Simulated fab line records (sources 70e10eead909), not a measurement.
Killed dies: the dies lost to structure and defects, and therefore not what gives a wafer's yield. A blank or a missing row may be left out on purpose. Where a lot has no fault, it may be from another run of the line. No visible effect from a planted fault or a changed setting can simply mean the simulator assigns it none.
Which tool is to blame? ; flow nand harc ; 23 lots (69 wafers sampled), 1 step of a 1302-step route

WHAT EACH GAUGE READ, for each wafer
NHARC_A_CHANNEL_HOLE_D2_OVL_MEAS_11. Usual: overlay x nm -0.1 nm, standard deviation 0.78; overlay y nm 0.0 nm, standard deviation 0.91.
lot;measured;on;overlay x nm (nm);overlay y nm (nm);flag
L074;day 13 03:14;overlay-02;-0.4 -0.3 -0.6;-2.2 -1.4 -1.6;
L075;day 13 04:11;overlay-02;-0.5 -0.6 -0.3;0.7 0.3 1.0;
L076;day 14 10:44;overlay-02;0.2 0.0 0.6;1.4 1.1 1.4;
L077;day 14 11:44;overlay-02;-0.1 -0.4 0.0;-0.2 -0.5 -0.2;
L079;day 14 17:35;overlay-02;0.6 1.2 0.8;-1.6 -1.2 -1.4;
L078;day 14 17:45;overlay-01;-0.2 -0.1 0.3;0.4 0.2 0.3;
L080;day 15 11:55;overlay-02;0.1 -0.2 0.1;0.5 0.9 0.5;
L082;day 16 01:49;overlay-02;-1.3 -1.4 -1.6;-0.4 -0.5 0.0;
L081;day 16 03:35;overlay-01;-0.1 0.1 0.6;-0.8 -0.8 -1.4;
L083;day 16 16:43;overlay-01;-0.8 0.1 -0.8;0.6 0.9 0.6;
L084;day 16 18:32;overlay-01;0.2 0.8 0.6;-0.5 -0.4 -0.2;
L085;day 17 20:19;overlay-01;-0.1 -0.5 -0.1;-0.3 -0.4 0.0;
L086;day 17 23:11;overlay-01;-0.8 -1.4 -1.6;-0.2 0.1 0.0;
L087;day 18 21:33;overlay-02;-0.6 -0.6 -0.6;1.1 -0.1 0.5;
L088;day 19 08:25;overlay-01;-0.2 0.5 0.7;0.3 0.8 1.1;
L089;day 19 09:19;overlay-01;0.2 -0.5 -1.1;1.4 1.2 1.4;
L090;day 20 03:35;overlay-02;-0.4 0.4 0.1;0.1 -0.6 -0.1;
L091;day 20 03:58;overlay-01;-0.5 -0.5 -0.6;-0.3 -1.5 -1.9;
L094;day 21 05:47;overlay-01;0.4 0.0 -0.7;1.7 1.5 1.3;
L093;day 21 06:38;overlay-01;0.6 0.6 0.0;-0.6 -0.5 -0.3;
L095;day 21 23:04;overlay-01;0.7 0.4 0.6;-0.6 -1.0 -0.4;
L096;day 21 23:23;overlay-01;1.1 1.9 1.9;-0.6 -0.4 -0.7;
L097;day 23 04:12;overlay-01;-0.4 0.0 -0.5;-0.8 -0.8 -1.1;

WHICH TOOL RAN EACH LOT (tool, then ch and the chambers of the sampled wafers, then the start)
Before these readings, the record contains no process step.

AS READ BY THE TOOLS THEMSELVES (means over the sampled wafers that have a number; for cases with no such wafer, the mark the record gives instead)
The record holds no such reading with a usual standard deviation.

THE ANSWER, worked out from the rows above alone
Rule: take the mean of a lot's wafers that have a number; if it is more than 3 standard deviations from the usual mean, the lot is off. Also off: a lot with no number at a reading for which 4 or more lots have one. Where the step has rows for the other lots, those lots are counted as sound. The gauges are gone through in route order, then the tools' own readings, and for those a lot's mean is taken as printed above. The first step at which some lot is off is used, and at that step the reading that is off furthest; a lot without a number counts as furthest.
Across all readings shown, no lot is off: no conclusion can be drawn from this.

WHAT THE SIMULATOR PUT IN
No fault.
